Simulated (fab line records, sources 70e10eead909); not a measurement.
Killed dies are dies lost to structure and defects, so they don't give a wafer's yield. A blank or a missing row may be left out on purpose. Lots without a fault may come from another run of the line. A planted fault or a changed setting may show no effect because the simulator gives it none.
A struck lot beside a sound one | flow nand_harc | 14 steps out of a route of 1302
Sound: wafers L639.4, L639.5, L639.6. Struck: wafers L645.2, L645.5, L645.6. The cause comes at the end.
At each step with rows: each side's tool, then ch and its chambers, then its first start. Under that, the readings that differ: sound wafers | struck wafers | difference of the means | sigmas: that difference in standard deviations of wafers without a fault.
alike: readings whose means differ by less than 2 such deviations, and words and numbers that are the same on both sides. not compared: withheld readings, readings that some wafer has no value for, bounds like >300 that may hide the same value, and numbers for which the record gives no deviation and whose values overlap.
The two part at a step that has a row with sigmas, a row that says differs or no value, or rows on one side only. Numbers that don't overlap but have no deviation are shown without sigmas and don't part them. A reading that every wafer of one side lacks parts them only if that side has two wafers or more.

NHARC_A_CHANNEL_HOLE_D1_ETCH_44: etches the open film in CF4/O2, target depth 140 nm, overetch 14 nm, time 77 s.
  sound on rie_diel-01 ch 1,2,3, day 11 08:58; struck on rie_diel-11 ch 1,2, day 13 07:44
  alike: cf4_flow_sccm, drypump_motor_current_A, oes_product_au, rf_vpp_V, showerhead_plenum_p_Torr, throttle_valve_pct
  not compared: rf_hours_counter_h
NHARC_A_CHANNEL_HOLE_D1_STRIP_27: strips in O2.
  sound on rie_diel-01 ch 0,1,2; struck on rie_diel-11 ch 0,1,2
  reading                         | sound          | struck         | difference | sigmas
  showerhead_plenum_p_Torr (Torr) | 3.80 3.64 3.65 | 3.47 3.46 3.38 | -0.26      | -2
  alike: drypump_motor_current_A, oes_product_au, rf_vpp_V, throttle_valve_pct
  not compared: rf_hours_counter_h
then, 2 steps without rows for these wafers: NHARC_A_CHANNEL_HOLE_D1_PRECLEAN_28 (cleans in SC1); NHARC_A_CHANNEL_HOLE_D1_SRD_29.
NHARC_A_CHANNEL_HOLE_D1_CD_MEAS_30:
  sound on cd_sem-01, day 11 09:46; struck on cd_sem-01, day 13 08:32
  alike: cd_nm
then, 1 step without rows for these wafers: NHARC_A_CHANNEL_HOLE_D1_XSEM_31.
NHARC_A_CHANNEL_HOLE_D1_INSPECT_40:
  sound on defect_inspect-02, day 11 09:56; struck on defect_inspect-01, day 13 08:43
  alike: raw_defect_count
then, 2 steps without rows for these wafers: NHARC_A_CHANNEL_FILL_D1_PRECLEAN_00 (cleans in SC1); NHARC_A_CHANNEL_FILL_D1_SRD_01.
NHARC_A_CHANNEL_FILL_D1_ALD_02: deposits SiO2, target thk 6 nm, pulse time 10 s, ald cycles 60.
  sound on ald_hk-02 ch 0,1, day 11 10:13; struck on ald_hk-04 ch 2,3, day 13 08:56
  alike: ald_cycles, heater_power_outer_w, heater_power_w, precursor_pulse_height_rel
NHARC_A_CHANNEL_FILL_D1_ALD_03: deposits SiNx, target thk 6 nm, pulse time 60 s, ald cycles 58.
  sound on ald_sin_batch-01 ch 0; struck on ald_sin_batch-02 ch 0
  alike: ald_cycles, precursor_pulse_height_rel
NHARC_A_CHANNEL_FILL_D1_ALD_14: deposits SiO2, target thk 2.5 nm, pulse time 10 s, ald cycles 25.
  sound on ald_hk-02 ch 0,3, day 11 17:14; struck on ald_hk-04 ch 0,1, day 13 18:25
  alike: ald_cycles, heater_power_outer_w, heater_power_w, precursor_pulse_height_rel
NHARC_A_CHANNEL_FILL_D1_ALD_15: deposits SiNx, target thk 2 nm, pulse time 60 s, ald cycles 19.
  sound on ald_sin_batch-03 ch 0, day 11 20:22; struck on ald_sin_batch-03 ch 0, day 13 21:30
  reading    | sound    | struck   | difference | sigmas
  ald_cycles | 19 19 19 | 22 22 22 | +3         |
  alike: precursor_pulse_height_rel
then, 1 step without rows for these wafers: NHARC_A_CHANNEL_FILL_D1_ALD_16 (deposits SiO2, target thk 1.5 nm, pulse time 10 s, ald cycles 15).

WHERE THEY PART
Only at NHARC_A_CHANNEL_HOLE_D1_STRIP_27, within this record. Later steps at which nothing parts them and some readings are alike: NHARC_A_CHANNEL_HOLE_D1_CD_MEAS_30, NHARC_A_CHANNEL_HOLE_D1_INSPECT_40, NHARC_A_CHANNEL_FILL_D1_ALD_02, NHARC_A_CHANNEL_FILL_D1_ALD_03, NHARC_A_CHANNEL_FILL_D1_ALD_14, NHARC_A_CHANNEL_FILL_D1_ALD_15.

WHY: what the simulator had put in
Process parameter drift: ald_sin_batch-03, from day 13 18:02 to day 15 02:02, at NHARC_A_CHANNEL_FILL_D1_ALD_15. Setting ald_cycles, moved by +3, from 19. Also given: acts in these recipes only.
